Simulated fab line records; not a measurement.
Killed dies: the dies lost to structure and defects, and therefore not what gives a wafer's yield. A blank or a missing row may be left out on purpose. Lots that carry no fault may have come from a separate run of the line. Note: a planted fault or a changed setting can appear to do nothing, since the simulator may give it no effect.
fab line records -- flow n5-finfet -- part 2 of 2: steps 4 to 6 of 6
record: lots: 22, wafers: 66, last-day: 17
route steps=1938 shown HKMG_FIN@452 GATE_CUT@468 MOL_CONTACT_COAG@537
lots that met no fault: taken from a fault-free run of the same line
start-h: start of the lot's first displayed wafer, in hours after the record's first day -- wait-h: hours since the lot's step before -- " unchanged from the row above -- L1.1+2: a single row standing in for several wafers -- - either no value or no given start -- * or withheld: withheld -- < > ~ a bound
route shown NAME@n: names a module that has steps shown in the file, with the first one's number in the route -- usual: the fault-free wafers' mean and standard deviation -- same: alike in all rows -- chamber/n: place in a boat -- sites: per-site readings -- _std_site: their standard deviation -- _edge_site: mean of outer sites minus mean of inner sites -- radius-mm: how far each site lies from the wafer's centre -- mask NAME#n: copy n -- behind: the last tool/chamber to shape the wafer -- hold: what put the lot on hold/how long, in hours/how the hold closed -- device: names the non-switching transistor (n, p or np) -- end of line: tests of these same wafers at the route's end -- where a step has no rows: the recipe by itself -- killed: at the first sort, the dies lost to defects and structure; wafer yield is something else -- map: a wafer's dies, x killed, . not, _ none there
set.NAME: the setting as run; set.NAME@STEP: as run at that earlier step -- model.NAME: the simulator's own value behind a step, which no gauge read
route steps across a sampled set of lots; one table per step, one row per wafer
services: a tool's chamber out of use, with start hour (start-h, from the record's first day; less than 0 if before it), hours out, and reason
== steps ==
step: N5_MOL_CONTACT_COAG_STRIP_98
recipe: chemistry: N2/H2, power-w: 500, temp-c: 40, pressure-mtorr: 50, rf-frequency-hz: 6e+07, overash-fraction: 0.3, bias-power-w: 8, h2-frac: 0.5, n2-flow-sccm: 300, h2-flow-sccm: 300
usual: drypump-motor-current-A: 5.8/0.49, oes-product-au: 0.75/0.066, rf-vpp-V: 54.3/1.5, showerhead-plenum-p-Torr: 3.39/0.1, throttle-valve-pct: 18.9/0.34
lot.wafer,tool,chamber,start-h,wait-h,drypump-motor-current-A,oes-product-au,rf-hours-counter-h,rf-vpp-V,showerhead-plenum-p-Torr,throttle-valve-pct
L074.3,rie-diel-03,3,87.28,0.0,6.3,0.82,101,52.2,3.24,18.5
L074.5,rie-diel-03,2,87.28,0.0,6.6,0.73,-,54.4,3.48,19.5
L074.6,rie-diel-03,1,87.28,0.0,5.7,0.82,-,51.9,3.53,18.1
L076.2,rie-diel-01,0,105.76,0.0,5.5,0.70,227,55.3,3.45,18.6
L076.4,rie-diel-01,1,105.76,0.0,6.1,0.74,-,54.9,3.22,18.5
L076.5,rie-diel-01,3,105.76,0.0,5.1,0.85,-,55.9,3.57,18.9
L077.1,rie-diel-05,2,109.93,0.0,6.3,0.72,169,52.8,3.36,19.1
L077.3,rie-diel-05,3,109.93,0.0,5.4,0.75,164,52.1,3.36,18.9
L077.5,rie-diel-05,0,109.93,0.0,5.2,0.73,-,54.2,3.46,19.0
L078.4,rie-diel-05,0,116.11,0.0,5.2,0.74,198,53.4,3.46,19.0
L078.5,rie-diel-05,0,116.11,0.0,5.2,0.72,-,55.0,3.46,19.1
L078.6,rie-diel-05,3,116.11,0.0,5.4,0.75,-,55.8,3.36,18.9
L079.2,rie-diel-05,1,121.95,0.0,6.1,0.73,220,53.1,3.32,19.2
L079.3,rie-diel-05,2,121.95,0.0,6.3,0.72,174,53.4,3.35,19.1
L079.6,rie-diel-05,2,121.95,0.0,6.3,0.71,-,52.8,3.35,19.1
L080.2,rie-diel-05,0,130.01,0.0,5.2,0.72,203,54.2,3.46,19.0
L080.3,rie-diel-05,3,130.01,0.0,5.4,0.74,171,54.7,3.36,19.0
L080.5,rie-diel-05,1,130.01,0.0,6.2,0.72,-,52.8,3.32,19.3
L081.1,rie-diel-05,2,133.67,0.0,6.3,0.72,179,55.3,3.35,19.1
L081.3,rie-diel-05,1,133.67,0.0,6.2,0.73,224,55.6,3.32,19.2
L081.6,rie-diel-05,0,133.67,0.0,5.2,0.71,-,52.9,3.46,19.0
L082.1,rie-diel-05,2,143.55,0.0,6.3,0.71,182,55.2,3.35,19.1
L082.4,rie-diel-05,1,143.55,0.0,6.2,0.71,228,52.3,3.31,19.2
L082.6,rie-diel-05,1,143.55,0.0,6.2,0.71,-,54.3,3.32,19.2
L083.1,rie-diel-01,1,144.98,0.0,6.1,0.74,185,53.9,3.21,18.6
L083.3,rie-diel-01,3,144.98,0.0,5.1,0.83,50,55.4,3.56,19.0
L083.4,rie-diel-01,2,144.98,0.0,5.4,0.84,61,55.0,3.55,18.8
L084.2,rie-diel-01,2,156.24,0.0,5.4,0.82,65,52.4,3.55,18.8
L084.5,rie-diel-01,3,156.24,0.0,5.1,0.82,-,56.6,3.56,19.0
L084.6,rie-diel-01,2,156.24,0.0,5.4,0.84,-,55.3,3.55,18.8
L085.3,rie-diel-05,1,163.50,0.0,6.2,0.70,237,55.0,3.31,19.3
L085.4,rie-diel-05,2,163.50,0.0,6.3,0.72,190,53.7,3.35,19.1
L085.6,rie-diel-05,3,163.50,0.0,5.4,0.73,-,51.0,3.35,19.0
L086.2,rie-diel-05,0,167.83,0.0,5.2,0.71,216,54.7,3.45,19.0
L086.4,rie-diel-05,1,167.83,0.0,6.2,0.71,238,53.5,3.31,19.3
L086.5,rie-diel-05,0,167.83,0.0,5.2,0.71,-,55.7,3.45,19.1
L087.2,rie-diel-05,3,173.40,0.0,5.4,0.73,188,53.2,3.35,19.0
L087.3,rie-diel-05,1,173.40,0.0,6.2,0.69,240,55.0,3.31,19.2
L087.6,rie-diel-05,1,173.40,0.0,6.2,0.69,-,53.2,3.31,19.2
L088.4,rie-diel-05,1,175.55,0.0,6.2,0.70,241,55.8,3.31,19.2
L088.5,rie-diel-05,3,175.55,0.0,5.4,0.73,-,55.5,3.35,19.0
L088.6,rie-diel-05,2,175.55,0.0,6.3,0.71,-,55.9,3.34,19.1
L089.1,rie-diel-01,3,181.01,0.0,5.1,0.80,65,54.1,3.55,19.0
L089.3,rie-diel-01,2,181.01,0.0,5.4,0.82,74,51.7,3.54,18.8
L089.4,rie-diel-01,3,181.01,0.0,5.1,0.79,-,56.9,3.55,19.0
L090.1,rie-diel-03,1,186.28,0.0,5.7,0.80,104,55.9,3.51,18.2
L090.2,rie-diel-03,3,186.28,0.0,6.3,0.78,130,53.1,3.23,18.6
L090.6,rie-diel-03,0,186.28,0.0,6.3,0.91,-,52.2,3.28,18.5
L091.1,rie-diel-03,2,192.65,0.0,6.6,0.71,211,55.2,3.46,19.5
L091.2,rie-diel-03,1,192.65,0.0,5.7,0.80,106,54.9,3.51,18.2
L091.3,rie-diel-03,0,192.65,0.0,6.3,0.90,31,51.9,3.28,18.5
L092.2,rie-diel-05,0,194.78,0.0,5.2,0.70,226,55.0,3.45,19.1
L092.3,rie-diel-05,1,194.78,0.0,6.2,0.70,247,53.9,3.30,19.2
L092.6,rie-diel-05,2,194.78,0.0,6.3,0.70,-,53.8,3.34,19.2
L094.1,rie-diel-03,0,211.83,0.0,6.3,0.90,38,53.2,3.27,18.5
L094.2,rie-diel-03,2,211.83,0.0,6.6,0.70,218,54.4,3.46,19.5
L094.6,rie-diel-03,3,211.83,0.0,6.3,0.77,-,54.0,3.22,18.6
L095.2,rie-diel-03,0,217.45,0.0,6.3,0.87,40,51.1,3.27,18.5
L095.3,rie-diel-03,2,217.45,0.0,6.6,0.69,220,56.2,3.46,19.5
L095.5,rie-diel-03,0,217.45,0.0,6.3,0.87,-,55.9,3.27,18.5
L096.2,rie-diel-01,3,223.64,0.0,5.1,0.79,79,53.1,3.54,19.0
L096.5,rie-diel-01,0,223.64,0.0,5.5,0.93,-,52.2,3.44,18.2
L096.6,rie-diel-01,1,223.64,0.0,6.1,0.71,-,53.4,3.20,18.6
L097.4,rie-diel-05,3,224.53,0.0,5.4,0.72,208,54.6,3.34,19.0
L097.5,rie-diel-05,1,224.53,0.0,6.2,0.96,-,53.9,3.30,18.9
L097.6,rie-diel-05,0,224.53,0.0,5.2,0.70,-,53.8,3.44,19.1
step: N5_MOL_CONTACT_COAG_ALD_20
recipe: material: TiN, target-thk-a: 15, temp-c: 400, ald-precursor-family: TiCl4, ald-co-reactant: NH3, pulse-time-s: 1, purge-time-s: 3, co-reactant-purge-time-s: 2, co-reactant-pulse-time-s: 2, ald-cycles: 68, pressure-torr: 3
usual: heater-power-w: 881/80, precursor-pulse-height-rel: 1.001/0.018, susceptor-temp-C: 400.00/0.22
lot.wafer,tool,chamber,start-h,wait-h,heater-power-w,precursor-pulse-height-rel,susceptor-temp-C
L074.3,ald-metal-03,2,87.98,0.1,764,1.016,399.75
L074.5,ald-metal-03,1,87.98,0.1,921,0.979,399.74
L074.6,ald-metal-03,0,87.98,0.1,924,0.980,399.80
L076.2,ald-metal-03,2,106.48,0.1,785,0.994,399.71
L076.4,ald-metal-03,3,106.48,0.1,873,1.003,400.10
L076.5,ald-metal-03,1,106.48,0.1,965,0.970,399.94
L077.1,ald-metal-03,1,110.60,0.1,942,0.994,400.00
L077.3,ald-metal-03,2,110.60,0.1,770,0.992,400.21
L077.5,ald-metal-03,2,110.60,0.1,785,1.028,399.98
L078.4,ald-metal-04,0,116.77,0.1,763,0.993,399.96
L078.5,ald-metal-04,3,116.77,0.1,879,0.987,399.72
L078.6,ald-metal-04,0,116.77,0.1,760,1.029,399.68
L079.2,ald-metal-03,2,123.24,0.1,804,1.011,400.19
L079.3,ald-metal-03,3,123.24,0.1,851,1.002,400.07
L079.6,ald-metal-03,0,123.24,0.1,902,1.035,400.29
L080.2,ald-metal-03,3,130.99,0.1,841,1.022,399.72
L080.3,ald-metal-03,0,130.99,0.1,913,1.012,399.89
L080.5,ald-metal-03,3,130.99,0.1,866,1.015,400.03
L081.1,ald-metal-04,2,134.34,0.1,998,0.969,399.81
L081.3,ald-metal-04,3,134.34,0.1,892,0.973,400.08
L081.6,ald-metal-04,3,134.34,0.1,884,1.022,400.22
L082.1,ald-metal-03,3,144.40,0.1,835,1.018,399.97
L082.4,ald-metal-03,2,144.40,0.1,785,1.024,399.94
L082.6,ald-metal-03,1,144.40,0.1,945,1.002,400.03
L083.1,ald-metal-01,0,145.80,0.1,991,1.006,399.93
L083.3,ald-metal-01,2,145.80,0.1,778,0.999,400.03
L083.4,ald-metal-01,1,145.80,0.1,893,0.997,400.24
L084.2,ald-metal-04,3,156.89,0.1,851,1.011,399.55
L084.5,ald-metal-04,0,156.89,0.1,746,0.974,400.17
L084.6,ald-metal-04,3,156.89,0.1,836,1.003,399.83
L085.3,ald-metal-03,0,164.82,0.1,887,0.994,399.62
L085.4,ald-metal-03,1,164.82,0.1,947,1.016,400.00
L085.6,ald-metal-03,0,164.82,0.1,927,0.990,400.09
L086.2,ald-metal-04,1,170.35,0.1,982,0.993,400.01
L086.4,ald-metal-04,2,170.35,0.1,1033,0.957,400.26
L086.5,ald-metal-04,1,170.35,0.1,944,0.992,400.37
L087.2,ald-metal-04,0,174.34,0.1,746,1.011,400.06
L087.3,ald-metal-04,3,174.34,0.1,860,1.004,399.75
L087.6,ald-metal-04,0,174.34,0.1,744,0.999,400.24
L088.4,ald-metal-03,2,178.70,0.1,790,1.016,399.78
L088.5,ald-metal-03,3,178.70,0.1,845,0.990,400.18
L088.6,ald-metal-03,0,178.70,0.1,932,0.981,399.45
L089.1,ald-metal-03,0,182.62,0.1,926,1.004,399.83
L089.3,ald-metal-03,3,182.62,0.1,848,1.031,399.76
L089.4,ald-metal-03,1,182.62,0.1,936,0.997,399.88
L090.1,ald-metal-01,1,186.96,0.1,897,0.988,400.32
L090.2,ald-metal-01,2,186.96,0.1,784,1.009,399.74
L090.6,ald-metal-01,1,186.96,0.1,889,0.987,400.47
L091.1,ald-metal-03,1,194.54,0.1,945,1.006,399.81
L091.2,ald-metal-03,0,194.54,0.1,915,1.033,399.83
L091.3,ald-metal-03,2,194.54,0.1,766,0.962,399.80
L092.2,ald-metal-01,0,196.40,0.1,1014,1.004,399.82
L092.3,ald-metal-01,1,196.40,0.1,886,1.006,400.23
L092.6,ald-metal-01,2,196.40,0.1,750,1.013,400.17
L094.1,ald-metal-03,2,212.67,0.1,776,0.994,400.01
L094.2,ald-metal-03,1,212.67,0.1,962,1.037,400.07
L094.6,ald-metal-03,2,212.67,0.1,790,1.003,400.08
L095.2,ald-metal-01,3,218.57,0.1,940,1.027,400.88
L095.3,ald-metal-01,2,218.57,0.1,761,1.005,400.47
L095.5,ald-metal-01,3,218.57,0.1,958,0.971,400.32
L096.2,ald-metal-04,3,225.95,0.1,848,1.011,399.89
L096.5,ald-metal-04,3,225.95,0.1,873,0.983,399.92
L096.6,ald-metal-04,2,225.95,0.1,1037,0.981,399.89
L097.4,ald-metal-03,0,226.13,0.1,901,1.015,399.55
L097.5,ald-metal-03,1,226.13,0.1,963,1.003,400.40
L097.6,ald-metal-03,0,226.13,0.1,911,1.018,399.97
step: N5_MOL_CONTACT_COAG_PRE_CLEAN_141
recipe: gas: H2/He, time-s: 60, temp-c: 300
usual: heater-power-w: 482/55, susceptor-temp-C: 299.98/0.19
lot.wafer,tool,chamber,start-h,wait-h,heater-power-w,susceptor-temp-C
L074.3,pvd-sputter-01,-,91.36,2.6,403,299.91
L074.5,pvd-sputter-01,-,91.36,2.6,489,299.91
L074.6,pvd-sputter-01,-,91.36,2.6,495,300.00
L076.2,pvd-sputter-03,-,107.18,0.3,491,299.69
L076.4,pvd-sputter-03,-,107.18,0.3,415,300.06
L076.5,pvd-sputter-03,-,107.18,0.3,538,299.71
L077.1,pvd-sputter-02,-,111.41,0.4,541,300.06
L077.3,pvd-sputter-02,-,111.41,0.4,530,300.20
L077.5,pvd-sputter-02,-,111.41,0.4,518,299.99
L078.4,pvd-sputter-02,-,117.57,0.1,429,299.82
L078.5,pvd-sputter-02,-,117.57,0.1,430,299.67
L078.6,pvd-sputter-02,-,117.57,0.1,466,300.08
L079.2,pvd-sputter-01,-,123.85,0.2,418,299.87
L079.3,pvd-sputter-01,-,123.85,0.2,493,299.82
L079.6,pvd-sputter-01,-,123.85,0.2,399,300.16
L080.2,pvd-sputter-02,-,132.34,0.9,522,300.09
L080.3,pvd-sputter-02,-,132.34,0.9,425,300.29
L080.5,pvd-sputter-02,-,132.34,0.9,411,300.31
L081.1,pvd-sputter-02,-,136.54,1.8,423,300.10
L081.3,pvd-sputter-02,-,136.54,1.8,533,300.18
L081.6,pvd-sputter-02,-,136.54,1.8,524,299.67
L082.1,pvd-sputter-01,-,145.34,0.5,413,299.80
L082.4,pvd-sputter-01,-,145.34,0.5,415,299.97
L082.6,pvd-sputter-01,-,145.34,0.5,411,299.97
L083.1,pvd-sputter-01,-,146.69,0.3,491,300.24
L083.3,pvd-sputter-01,-,146.69,0.3,492,299.74
L083.4,pvd-sputter-01,-,146.69,0.3,410,299.68
L084.2,pvd-sputter-01,-,158.75,1.4,477,300.15
L084.5,pvd-sputter-01,-,158.75,1.4,409,300.16
L084.6,pvd-sputter-01,-,158.75,1.4,491,300.29
L085.3,pvd-sputter-03,-,166.06,0.8,584,300.05
L085.4,pvd-sputter-03,-,166.06,0.8,414,299.95
L085.6,pvd-sputter-03,-,166.06,0.8,486,300.05
L086.2,pvd-sputter-01,-,171.01,0.2,494,299.72
L086.4,pvd-sputter-01,-,171.01,0.2,418,300.03
L086.5,pvd-sputter-01,-,171.01,0.2,485,299.66
L087.2,pvd-sputter-03,-,175.22,0.4,404,300.00
L087.3,pvd-sputter-03,-,175.22,0.4,516,299.94
L087.6,pvd-sputter-03,-,175.22,0.4,579,299.90
L088.4,pvd-sputter-02,-,179.61,0.4,533,300.01
L088.5,pvd-sputter-02,-,179.61,0.4,529,300.06
L088.6,pvd-sputter-02,-,179.61,0.4,426,300.03
L089.1,pvd-sputter-03,-,183.40,0.4,528,299.81
L089.3,pvd-sputter-03,-,183.40,0.4,418,300.23
L089.4,pvd-sputter-03,-,183.40,0.4,584,300.11
L090.1,pvd-sputter-02,-,187.94,0.5,533,299.96
L090.2,pvd-sputter-02,-,187.94,0.5,469,299.89
L090.6,pvd-sputter-02,-,187.94,0.5,466,300.11
L091.1,pvd-sputter-02,-,196.38,1.4,531,300.14
L091.2,pvd-sputter-02,-,196.38,1.4,467,299.76
L091.3,pvd-sputter-02,-,196.38,1.4,530,299.99
L092.2,pvd-sputter-02,-,197.40,0.6,547,300.11
L092.3,pvd-sputter-02,-,197.40,0.6,461,299.82
L092.6,pvd-sputter-02,-,197.40,0.6,531,300.07
L094.1,pvd-sputter-03,-,213.33,0.3,528,299.87
L094.2,pvd-sputter-03,-,213.33,0.3,400,299.83
L094.6,pvd-sputter-03,-,213.33,0.3,493,299.97
L095.2,pvd-sputter-03,-,219.75,0.7,533,300.09
L095.3,pvd-sputter-03,-,219.75,0.7,578,300.09
L095.5,pvd-sputter-03,-,219.75,0.7,542,300.28
L096.2,pvd-sputter-03,-,227.37,0.9,535,300.03
L096.5,pvd-sputter-03,-,227.37,0.9,591,300.00
L096.6,pvd-sputter-03,-,227.37,0.9,405,299.90
L097.4,pvd-sputter-02,-,227.37,0.7,431,300.00
L097.5,pvd-sputter-02,-,227.37,0.7,545,299.77
L097.6,pvd-sputter-02,-,227.37,0.7,482,300.10
== services ==
tool,chamber,start-h,hours,kind
pvd-sputter-01,-,64.62,4.3,repair
rie-diel-03,0,65.64,-,clean
rie-diel-03,0,65.64,-,consumable-replace:focus-ring
ald-metal-01,-,75.99,0.4,repair
ald-metal-04,-,80.04,2.8,pm
rie-metal-02,-,87.75,2.8,pm
rie-diel-03,-,94.92,10.0,pm
rie-diel-03,3,109.32,3.6,repair
ald-metal-03,1,118.23,13.4,repair
ald-metal-01,2,120.69,8.2,repair
ald-metal-03,3,124.07,6.5,repair
ald-metal-04,-,125.66,0.7,repair
rie-diel-03,2,134.14,4.8,repair
ald-metal-01,-,164.27,8.7,pm
ald-metal-03,-,165.16,8.7,pm
ald-metal-04,2,171.51,8.3,repair
rie-metal-01,-,178.94,1.6,repair
ald-metal-03,-,200.61,0.4,repair
rie-diel-05,1,202.25,-,clean
rie-diel-05,1,202.25,-,consumable-replace:focus-ring
rie-diel-05,1,202.25,14.5,scheduled-down
rie-diel-05,1,202.25,14.5,vent-cycle
rie-metal-03,-,205.01,2.8,pm
rie-diel-01,0,225.59,5.0,repair
